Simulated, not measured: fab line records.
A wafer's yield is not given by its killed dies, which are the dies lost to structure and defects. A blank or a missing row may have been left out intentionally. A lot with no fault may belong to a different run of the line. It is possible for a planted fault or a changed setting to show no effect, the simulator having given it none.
Problem report, 8D (eight disciplines) form, completed by code || flow n5 finfet || the parts of the form that need people (team, actions taken, sign-off) are left out

## 1. WHAT IS WRONG
cd nm at N5_BEOL_M7_CD_MEAS_28 reads a mean of 41.31 nm on 6 wafers of 2 lots; wafers without a fault read 40.00 nm with a standard deviation of 0.23. Measured from the usual mean, that is +5.7 standard deviations.
The step: target cd 40 nm.
First seen on wafer L174.1, day 13 06:20, on cd sem-01. The record holds 27 wafers of 11 lots with a number at this step. By rule, "out" or "out of limits" means more than 4 standard deviations away from the usual mean. All remaining wafers that have a number are taken as sound.

## 2. WHAT IT IS; WHAT IT IS NOT
{"question": "which readings at this step", "is": "cd nm", "is not": "-"}
{"question": "which lots", "is": "L173, L174", "is not": "L160, L161, L162, L164, L165, L169, L172, L177, L179"}
{"question": "which wafers of those lots", "is": "all that have a number", "is not": "-"}
{"question": "read on which gauges", "is": "cd sem-01, cd sem-03", "is not": "cd sem-02"}
{"question": "when", "is": "from day 13 06:20", "is not": "up to then (17 sound wafers); but 4 sound wafers of L177, L179 came after"}

## 3. WHAT RULES OUT EACH SUSPECT
Counting: a tool stays on the suspect list if, at a process step up to the reading, it processed all lots that are out and no sound lot following the first of them.
- ruled out: the gauge at N5_BEOL_M7_CD_MEAS_28. 2 gauges (cd sem-01, cd sem-03) read the wafers that are out.
- euv scanner-01 at N5_BEOL_M7_EXPOSE_25 (exposes mask V6, target cd 40 nm): kept. Every lot that is out went through it, starting with L174 (day 13 06:11), and after that it ran no sound lot; the last sound lot it ran before then is L172 (day 12 18:21). Its own exposure dose mJ cm2 readings are out on those wafers.
After counting, what remains is euv scanner-01 at N5_BEOL_M7_EXPOSE_25.

## 4. THE CAUSE (what the simulator had put in)
Process parameter drift: euv scanner-01, from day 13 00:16 on, at N5_BEOL_M7_EXPOSE_25. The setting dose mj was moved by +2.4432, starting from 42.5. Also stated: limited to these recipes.
After counting, this tool was the only one left.

## 5. THE CHAIN OF EFFECTS, in route order
Each row: a reading where the mean over the struck wafers with a number is more than 3 standard deviations away from the usual. Only readings whose record carries a usual standard deviation are examined. hours: median over the lots of the time between each lot's start at the first step of this table that gives one and its start at this step. sigmas: the change, counted in usual standard deviations.
{"hours": 0, "step": "N5_BEOL_M7_EXPOSE_25", "reading": "exposure dose mJ cm2", "usual": 42.45, "on struck wafers": 44.62, "change": "+2.17", "sigmas": "+37"}
{"hours": 0, "step": "N5_BEOL_M7_CD_MEAS_28", "reading": "cd nm", "usual": "40.00 nm", "on struck wafers": 41.31, "change": "+1.31", "sigmas": "+5.7"}
The process steps in it:
- N5_BEOL_M7_EXPOSE_25: exposes mask V6, target cd 40 nm.

## 6. WHAT WOULD HAVE CAUGHT IT SOONER
Counted from the fault's start at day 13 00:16, it took 6 hours until the first out-of-limits reading at a measuring or inspecting step in this record, taken at day 13 06:20.
Tool's own readings at N5_BEOL_M7_EXPOSE_25, exposure dose mJ cm2: out on all struck wafers the step has rows for; an alarm limit on them would have tripped on the first.
Among the 2 lots that are out, L173 began N5_BEOL_M7_EXPOSE_25 on euv scanner-01 after day 13 06:20. Had the tool been put on hold then, it would have been spared.
